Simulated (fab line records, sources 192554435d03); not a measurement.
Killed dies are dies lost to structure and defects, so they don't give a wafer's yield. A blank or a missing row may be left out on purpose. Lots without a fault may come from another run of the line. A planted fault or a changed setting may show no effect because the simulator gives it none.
fab line records | flow n5_finfet
record lots=4 wafers=12 last_day=17
route steps=1938 shown SD_EPI_P@302 SD_ACTIVATION@330 ILD0@335 BEOL_M4@1111 PASSIVATION@1936
lots that met no fault: from a run of the same line without faults
start_h: hours from the record's first day to the start of the lot's first wafer shown | wait_h: hours since the lot's step before | " the same as in the row above | L1.1+2: a row that stands for several wafers | - no value, or no start given | * or withheld: withheld | < > ~ a bound
route shown NAME@n: a module of which the file shows steps, and the number in the route of the first | usual: mean/standard deviation of fault-free wafers | same: alike in all rows | chamber/n: place in a boat | sites: the reading at each site | _std_site: their standard deviation | _edge_site: outer sites' mean less inner sites' | radius_mm: how far each site lies from the wafer's centre | mask NAME#n: copy n | behind: the tool/chamber that last shaped the wafer | hold: why the lot was held/for how many hours/how that ended | device: the transistor (n, p or np) that didn't switch | end of line: the same wafers' tests at the end of the route | a step without rows: its recipe alone | killed: dies lost to structure and defects at the first sort, not the wafer's yield | map: a wafer's dies, x killed, . not, _ none there
set.NAME: the setting as run; set.NAME@STEP: as run at that earlier step | model.NAME: the simulator's own value behind a step, which no gauge read
lots at some steps of the route; a table a step, a row a wafer
## steps
# step N5_SD_EPI_P_DEVELOP_08
# recipe develop_time_s=30 developer=TMAH resist=CAR-ArF-block dev_temp_c=23 rinse_liquid=diw dry=air_spin
# step N5_SD_EPI_P_DESCUM_14
# recipe chemistry=O2 time_s=7.9 source_power_w=50 bias_power_w=20 pressure_mtorr=20 rf_frequency_hz=2.712e+07 temp_c=40 resist=CAR-ArF-block o2_flow_sccm=225
# step N5_SD_EPI_P_ETCH_36
# recipe chemistry=CF4 target=SiARC target_depth_a=455 mask_material=CAR-ArF-block time_s=75.8 ion_energy_ev=80 pressure_mtorr=40 source_w=545 bias_w=36 Ar_flow_sccm=100 cf4_flow_sccm=100 ends=cleared
# step N5_SD_EPI_P_ETCH_37
# recipe chemistry=N2/H2 target=SOC overetch_a=1080 mask_material=SiARC temp_c=40 ion_energy_ev=100 source_w=3000 bias_w=133 pressure_mtorr=20 time_s=486 n2_flow_sccm=200 h2_flow_sccm=200 ends=end_point
# step N5_SD_EPI_P_STRIP_38
# recipe chemistry=N2/H2 temp_c=40 n2_flow_sccm=200 h2_flow_sccm=200 rf_frequency_hz=6e+07
# step N5_SD_EPI_P_ETCHBACK_46
# recipe chemistry=CH3F/O2 mode=anisotropic_etchback target=SiNx target_depth_a=175 stop_on=SiO2 over_etch_frac=0.3 ion_energy_ev=120 pressure_mtorr=30 source_w=395 bias_w=73 Ar_flow_sccm=150 CH3F_flow_sccm=30 O2_flow_sccm=20
# step N5_SD_EPI_P_ETCH_47
# recipe chemistry=CH3F/O2 target=SiOCN target_depth_a=250 mask_material=SOC ion_energy_ev=60 bias_w=29 pressure_mtorr=30 source_w=410 Ar_flow_sccm=150 CH3F_flow_sccm=30 O2_flow_sccm=20
# step N5_SD_EPI_P_ETCH_16
# recipe chemistry=CHF3/O2 target=SiO2 target_depth_a=50 mask_material=SOC pressure_mtorr=30 source_w=650 bias_w=170 Ar_flow_sccm=200 CHF3_flow_sccm=50 O2_flow_sccm=5 ion_energy_ev=200
# step N5_SD_EPI_P_STRIP_50
# recipe chemistry=CHF3/O2 resist=SiARC rf_frequency_hz=6e+07
# step N5_SD_EPI_P_SD_RECESS_17
# recipe chemistry=HBr/Cl2/O2 target_depth_a=391 bt_time_s=3 pressure_mtorr=10 icp_w=800 bias_w=112 HBr_flow_sccm=150 Cl2_flow_sccm=80 O2_flow_sccm=12
# usual drypump_motor_current_A=5.8/0.35 oes_product_au=0.994/0.014 throttle_valve_pct=37.11/0.27
# columns lot.wafer tool chamber start_h wait_h drypump_motor_current_A oes_product_au rf_hours_counter_h throttle_valve_pct model.SD_EPI_P.feature_depth_nm model.etch.depth_nm
L730.1 rie_si-02 1 97.97 0.0 5.9 0.976 124 37.11 38.8 38.79
L730.3 " 2 " " 5.6 0.995 166 36.68 39 39.09
L730.4 " 0 " " 6.1 0.982 155 36.91 38.6 38.64
L735.1 rie_si-05 2 129.46 0.0 6.5 0.999 12 37.58 39.4 39.35
L735.2 " 3 " " 6.2 0.990 154 36.99 40.4 40.49
L735.6 " 0 " " 5.6 0.993 - 37.10 40.2 40.21
L740.2 rie_si-02 1 158.59 0.0 5.8 0.976 126 37.11 38.4 38.49
L740.3 " 0 " " 6.1 0.978 156 36.91 30.4 30.35
L740.4 " 2 " " 5.6 0.998 167 36.68 30.4 30.49
L741.1 rie_si-02 0 161.63 0.0 6.1 0.976 156 36.92 38.4 38.39
L741.2 " 1 " " 5.9 0.963 126 37.11 37.8 37.76
L741.3 " 2 " " 5.5 1.001 167 36.69 29.8 29.84
# step N5_SD_EPI_P_WET_ETCH_45
# recipe chemistry=dHF dilution=withheld time_s=10.7 target=SiO2 target_depth_a=20 temp_c=25 dry=ipa_marangoni rinse_time_s=30 rinse_temp_c=23
# step N5_SD_EPI_P_STRIP_40
# recipe chemistry=N2/H2 power_w=1000 temp_c=250 h2_frac=0.65 overash_fraction=0.3 pressure_mtorr=withheld n2_flow_sccm=1750 h2_flow_sccm=3250
# step N5_SD_EPI_P_PRECLEAN_52
# recipe chemistry=O3/DIW time_s=60 temp_c=22 o3_ppm=10
# step N5_SD_EPI_P_SRD_20
# recipe dry=ipa_marangoni do_ppb=5 time_s=30 temp_c=23 rinse_liquid=diw
# step N5_SD_EPI_P_PRECLEAN_51
# recipe chemistry=NF3:NH3 afs_cycles=1 temp_c=30 time_s=20 sublimation_temp_c=180 sublimation_time_s=60 pressure_torr=3 rf_power_w=30
# step N5_SD_EPI_P_VAPOR_ETCH_44
# recipe chemistry=NF3/Ar target=SiGe30 temp_c=25 time_s=3.3 mode=isotropic
# step N5_SD_EPI_P_EPI_21
# recipe material=SiGe:B dopant=B temp_c=550 pressure_torr=20 ambient=H2 time_s=355
# step N5_SD_EPI_P_HM_STRIP_48
# recipe chemistry=H3PO4 temp_c=160 material=SiNx target=SiNx target_depth_a=30 overetch_fraction=0.3
# step N5_SD_EPI_P_SRD_49
# recipe dry=ipa_marangoni time_s=30 temp_c=23 rinse_liquid=diw
# step N5_SD_EPI_P_PRECLEAN_24
# recipe chemistry=O3/DIW time_s=45 temp_c=22 o3_ppm=10
# step N5_SD_EPI_P_PRECLEAN_32
# recipe chemistry=dHF time_s=10 dilution=500:1 temp_c=25
# step N5_SD_EPI_P_PRECLEAN_33
# recipe chemistry=SC2 time_s=45 temp_c=35 mix=1:1:50
# step N5_SD_EPI_P_SRD_25
# recipe time_s=30 temp_c=23 rinse_liquid=diw dry=ipa_marangoni
# step N5_SD_ACTIVATION_RTA_00
# recipe temp_c=975 time_s=0 ambient=N2 idle_temp_c=600 ramp_up_c_per_s=150 ramp_down_c_per_s=60 cool_to_c=600
# step N5_SD_ACTIVATION_LSA_01
# recipe temp_c=1080 time_s=0.0008 ambient=N2
# step N5_ILD0_LINER_00
# recipe material=SiNx target_thk_a=40 temp_c=400 ald_precursor_family=SiH2I2 ald_co_reactant=N2/H2-plasma pulse_time_s=1 purge_time_s=2 co_reactant_purge_time_s=2 ald_cycles=80 pressure_torr=2
# step N5_ILD0_FCVD_FILL_01
# recipe material=SiO2_flowable target_thk_a=2000 temp_c=100 pressure_torr=0.8 rf_w=2000 time_s=328.3
# step N5_ILD0_CURE_02
# recipe temp_c=450 time_s=1800 ambient=steam idle_temp_c=400 ramp_up_c_per_min=5 ramp_down_c_per_min=3 densification_p_h2o_torr=640
# step N5_ILD0_CMP_03
# recipe stop_on=SiNx t_overpolish_s=1.9 post_cmp_clean=alkaline_brush down_force_psi=4.1491 platen_rpm=51.796 pad_velocity_m_s=1.0306 target_thk_nm=197.38
# step N5_ILD0_CMP_07
# recipe stop_on=poly-Si material=SiO2_flowable t_overpolish_s=1.18 post_cmp_clean=alkaline_brush down_force_psi=4.1491 platen_rpm=51.796 pad_velocity_m_s=1.0306 target_thk_nm=138.88
# step N5_ILD0_PRECLEAN_10
# recipe chemistry=NF3:NH3 afs_cycles=5 time_s=20 temp_c=30 sublimation_temp_c=180 sublimation_time_s=60 pressure_torr=3 rf_power_w=30
# step N5_ILD0_ALD_15
# recipe material=SiNx target_thk_a=240 temp_c=400 ald_precursor_family=SiH2I2 ald_co_reactant=N2/H2-plasma pulse_time_s=1 ald_cycles=480 purge_time_s=2 co_reactant_purge_time_s=2 pressure_torr=2
# step N5_BEOL_M4_RC_MEAS_101
# usual CJ_P=5.80/0.23 DIBL_N=36.3/1.8 DIBL_P=36.5/2.1 IOFF_N=0.16/0.031 IOFF_P=0.22/0.038 ION_N=677/12 ION_P=466/7.8 REXT_P=100.4/2.4 SS_N=71.5/0.61 SS_P=73.2/0.7 VT_N=249/3 VT_P=-248.9/3
# columns lot.wafer tool chamber start_h wait_h CJ_P DIBL_N[mV/V] DIBL_P[mV/V] IOFF_N[nA/um] IOFF_P[nA/um] ION_N[uA/um] ION_P[uA/um] REXT_P[ohm.um] SS_N[mV/dec] SS_P[mV/dec] VT_N[mV] VT_P[mV]
L730.1 prober-02 0 216.87 0.0 5.70 37.0 39.4 0.22 0.31 692 484 101.6 71.1 73.6 242 -241.3
L730.3 " 0 " " 6.07 37.5 40.0 0.22 0.31 707 490 102.0 71.5 73.4 241 -240.8
L730.4 " 0 " " 5.60 36.3 38.1 0.19 0.28 680 473 104.4 71.8 73.4 246 -241.1
L735.1 prober-01 0 248.99 0.0 5.70 34.7 34.1 0.12 0.18 667 459 101.8 71.1 72.5 255 -251.3
L735.2 " 0 " " 5.84 36.5 35.9 0.14 0.22 678 470 101.1 71.6 73.2 250 -247.4
L735.6 " 0 " " 6.03 36.4 37.0 0.15 0.24 677 468 100.9 71.5 73.6 251 -248.7
L741.1 prober-02 0 281.12 0.0 5.88 34.7 34.4 0.14 0.19 663 455 102.6 70.9 72.5 252 -250.7
L741.2 " 0 " " 5.58 34.6 35.3 0.15 0.20 673 465 104.8 71.3 72.4 249 -251.3
L741.3 " 0 " " 3.85 35.9 34.5 0.16 0.16 670 416 113.3 71.9 72.4 251 -256.5
L740.2 prober-01 0 281.80 0.2 5.52 37.6 36.4 0.19 0.24 674 467 100.4 70.9 73.4 247 -246.8
L740.3 " 0 " " 3.95 37.2 34.6 0.18 0.18 689 424 109.5 71.5 72.1 249 -254.5
L740.4 " 0 " " 4.02 36.9 34.4 0.17 0.18 687 434 110.4 71.7 72.6 247 -252.7
# step N5_PASSIVATION_PROBE_49
# usual defect_limited_yield=91.2/1.5 killed_at_M0_to_M3=33/9.6 killed_at_M4_up=14/5.6 killed_at_contacts=14/5.5 killed_at_front_end=40/13 killed_at_other=4/3 killed_dies=104/17 killed_open=68/13 killed_short=33/7.2 sort_bin_5_function=5.2/0.95 sort_bin_6_memory=3.3/0.62 sort_bin_8_speed=0.00/0.012 sort_n_pass=1076/17 sort_yield_pct=91.2/1.5
# same gross_dies=1180 killed_at_back_side=0 sort_bin_4_leakage[%]=0
# columns lot.wafer tool chamber start_h wait_h defect_limited_yield[%] killed_at_M0_to_M3 killed_at_M4_up killed_at_contacts killed_at_front_end killed_at_other killed_dies killed_open killed_short sort_bin_5_function[%] sort_bin_6_memory[%] sort_bin_8_speed[%] sort_n_pass sort_yield_pct[%]
L730.1 prober-01 - 322.49 0.0 90.6 46 11 25 28 1 111 67 41 4.7 4.1 0 1069 90.6
L730.3 prober-01 - 322.59 0.1 92.2 26 10 21 32 3 92 63 29 5.1 2.5 0 1088 92.2
L730.4 prober-01 - 322.64 0.2 91.0 32 14 26 34 0 106 70 31 4.2 3.8 0 1074 91.0
L735.1 prober-02 - 346.85 0.0 93.4 16 8 13 33 8 78 55 23 3.5 3.1 0 1102 93.4
L735.2 prober-02 - 346.90 0.1 92.1 27 10 13 40 3 93 58 35 4.7 2.8 0 1087 92.1
L735.6 prober-02 - 347.10 0.3 92.7 12 11 13 49 1 86 58 28 4.5 2.6 0 1094 92.7
L741.1 prober-01 - 393.84 0.0 90.3 48 24 13 28 2 115 64 42 5.4 3.6 0 1065 90.3
L741.2 prober-01 - 393.89 0.1 91.5 43 16 9 32 0 100 71 29 4.9 3.4 0 1080 91.5
L741.3 prober-01 - 393.94 0.1 91.0 34 25 15 31 1 106 63 42 5.1 3.9 88.64 28 2.4
L740.2 prober-02 - 397.79 0.1 90.8 29 17 8 51 3 108 71 36 5.5 3.3 0 1072 90.8
L740.3 prober-02 - 397.84 0.1 89.2 35 14 17 56 5 127 81 42 6.5 3.6 57.46 375 31.8
L740.4 prober-02 - 397.89 0.2 89.4 39 16 14 53 3 125 89 29 5.6 4.3 26.78 739 62.6
# killed by level:class
L730.1 MOL_CONTACT_COAG:geometric_particle:open=17 BEOL_M0_SAQP:geometric_particle:short=12 BEOL_M2:geometric_particle:open=10 BEOL_M0_SAQP:geometric_particle:open=9 MOL_CONTACT_COAG:geometric_particle:short=8 STI_FIN_REVEAL:geometric_particle:open=4 STARTING-WAFER:geometric_particle:short=4 FIN_SAQP:geometric_particle:open=3
L730.3 MOL_CONTACT_COAG:geometric_particle:open=18 STI_FIN_REVEAL:geometric_particle:open=9 BEOL_M2:geometric_particle:open=7 BEOL_M3:geometric_particle:open=6 FIN_SAQP:geometric_particle:short=5 BEOL_M0_SAQP:geometric_particle:open=5 GATE_CUT:geometric_particle:short=4 STARTING-WAFER:geometric_particle:open=4
L730.4 MOL_CONTACT_COAG:geometric_particle:open=18 BEOL_M2:geometric_particle:open=11 MOL_CONTACT_COAG:geometric_particle:short=8 BEOL_M4:geometric_particle:open=8 BEOL_M0_SAQP:geometric_particle:short=7 STI_FIN_REVEAL:geometric_particle:open=6 DUMMY_GATE:geometric_particle:open=5 BEOL_M3:geometric_particle:open=5
L735.1 MOL_CONTACT_COAG:geometric_particle:open=10 DUMMY_GATE:geometric_particle:open=8 FIN_SAQP:geometric_particle:open=7 GATE_CUT:geometric_particle:short=6 STI_FIN_REVEAL:geometric_particle:open=5 BEOL_M2:geometric_particle:open=5 BEOL_M0_SAQP:geometric_particle:open=4 MOL_CONTACT_COAG:geometric_particle:short=3
L735.2 MOL_CONTACT_COAG:geometric_particle:open=10 DUMMY_GATE:geometric_particle:open=9 GATE_CUT:geometric_particle:short=8 BEOL_M2:geometric_particle:open=8 STI_FIN_REVEAL:geometric_particle:open=6 BEOL_M0_SAQP:geometric_particle:open=5 FIN_SAQP:geometric_particle:open=4 BEOL_M0_SAQP:geometric_particle:short=4
L735.6 FIN_SAQP:geometric_particle:open=11 MOL_CONTACT_COAG:geometric_particle:open=10 FIN_SAQP:geometric_particle:short=8 GATE_CUT:geometric_particle:short=8 STARTING-WAFER:geometric_particle:open=6 STI_FIN_REVEAL:geometric_particle:open=5 DUMMY_GATE:geometric_particle:open=5 BEOL_M2:geometric_particle:open=4
L741.1 MOL_CONTACT_COAG:geometric_particle:open=11 BEOL_M0_SAQP:geometric_particle:open=10 BEOL_M0_SAQP:geometric_particle:short=10 BEOL_M4:geometric_particle:open=9 BEOL_M1:geometric_particle:short=8 BEOL_M2:geometric_particle:open=7 BEOL_M5:geometric_particle:open=6 HKMG_FIN:area_etch=5
L741.2 BEOL_M0_SAQP:geometric_particle:open=12 BEOL_M4:geometric_particle:open=11 BEOL_M2:geometric_particle:open=9 MOL_CONTACT_COAG:geometric_particle:open=8 BEOL_M0_SAQP:geometric_particle:short=7 BEOL_M3:geometric_particle:open=6 FIN_SAQP:geometric_particle:short=5 STI_FIN_REVEAL:geometric_particle:open=5
L741.3 BEOL_M0_SAQP:geometric_particle:short=15 BEOL_M4:geometric_particle:open=11 MOL_CONTACT_COAG:geometric_particle:open=10 FIN_SAQP:geometric_particle:open=9 BEOL_M0_SAQP:geometric_particle:open=9 MOL_CONTACT_COAG:geometric_particle:short=5 GATE_CUT:geometric_particle:short=4 FIN_SAQP:geometric_particle:short=3
L740.2 FIN_SAQP:geometric_particle:open=17 STI_FIN_REVEAL:geometric_particle:open=11 FIN_SAQP:geometric_particle:short=9 BEOL_M0_SAQP:geometric_particle:open=9 MOL_CONTACT_COAG:geometric_particle:open=8 BEOL_M3:geometric_particle:open=6 BEOL_M0_SAQP:geometric_particle:short=6 BEOL_M4:geometric_particle:short=6
L740.3 FIN_SAQP:geometric_particle:open=20 MOL_CONTACT_COAG:geometric_particle:open=15 FIN_SAQP:geometric_particle:short=13 BEOL_M2:geometric_particle:open=11 BEOL_M0_SAQP:geometric_particle:short=11 BEOL_M4:geometric_particle:open=8 DUMMY_GATE:geometric_particle:open=6 GATE_CUT:geometric_particle:short=6
L740.4 STI_FIN_REVEAL:geometric_particle:open=22 MOL_CONTACT_COAG:geometric_particle:open=12 BEOL_M0_SAQP:geometric_particle:open=12 FIN_SAQP:geometric_particle:open=8 BEOL_M1:geometric_particle:open=8 FIN_SAQP:geometric_particle:short=7 BEOL_M2:geometric_particle:open=6 BEOL_M0_SAQP:geometric_particle:short=4
# map L740.3 (x killed, . not)
_________________...x........________________
______________...x.x........x.x._____________
___________..x..........x.....xx...__________
__________............x.x..x....x.x._________
________..x.x.x.x.............x.x...x._______
_______..............x.....x.....x.....______
______....x..x.x...........xx......x...._____
_____..x...................x.............____
____........x................x...x...x....___
___...............x................x.......__
___........xx.x...x..x.....................__
__.....x...x.............x....x............x_
__..........x....xxx................x..x...._
_x...........x..xx.......................xx..
_........................x........x..........
_...........x.x...........................x..
_...............x.xxx.....x.x................
_.................xx......x..............x...
_..................x.......xx.....x..........
_x.x.....................xx...........x..xx..
_.........................x..x.........x.....
__................x........................._
__....................x.................x.x._
___...........x.....x.x...............x..x.__
___..........x.................x...........__
____...x.x....x..........xx......x........___
_____.........x..........................____
______.........x.......................x_____
_______...............x...x............______
________xx.......xx....x.............._______
__________..xxx.............x.xx...._________
___________........x..............x__________
______________x................._____________
_________________.x....x.....________________
# map L741.1 (x killed, . not)
_________________....x.x.....________________
______________..........x.x..x.._____________
___________....x................x..__________
__________.....x.........x..x....x.._________
________.x..............x...x........._______
_______..x...x....x....x..........x....______
______.......xx........x.........x....x._____
_____..........xx............x..x..xx....____
____.....x.x........x.....x......x.....x..___
___.......................x..............x.__
___x.xx......x..x........x.................__
__...........x................x............._
__x.............x..........................x_
_............x...........................x...
_................x........x..................
_.x........................x.x..x...x........
_....x..x.........x.x...................x....
_x.............x.....x..........x..x...x.....
_..x...x...x........xx............x..........
_................x.........x.................
_.......x...x................................
__.......xx............................x.x.x_
__.....x....x......x........................_
___.......x........x.....x.......x....xx...__
___....xx.......xx...xx....................__
____.....x.......x...x....................___
_____....x.x.............................____
______.....x......x........x...x........_____
_______......................x....x....______
________....x........x................_______
__________....................xx...._________
___________........................__________
______________..x..............._____________
_________________............________________
## key
first_sign step=N5_BEOL_M4_RC_MEAS_101 reading=CJ_P direction=down sigmas=8.3 usual=5.80 struck=3.94
effect step=N5_BEOL_M4_RC_MEAS_101 reading=ION_P direction=down sigmas=5.4 usual=466 struck=425
effect step=N5_BEOL_M4_RC_MEAS_101 reading=REXT_P direction=up sigmas=4.5 usual=100.4 struck=111.1
effect step=N5_PASSIVATION_PROBE_49 reading=sort_bin_8_speed direction=up sigmas=99+ usual=0.00 struck=57.63
model_effect step=N5_SD_EPI_P_SD_RECESS_17 value=SD_EPI_P.feature_depth_nm without=38.87 struck=30.2
met_at N5_SD_EPI_P_SD_RECESS_17
struck_wafers L740.3,L740.4,L741.3
onset_between 97.97 158.59
fault kind=process_parameter_drift tool=rie_si-02 chamber=- onset_h=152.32 steps=N5_SD_EPI_P_SD_RECESS_17 channel=target_depth_a offset=-86.632 shape=step end_h=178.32 scope=struck_wafers_only acts_in=these_recipes_only stated=391
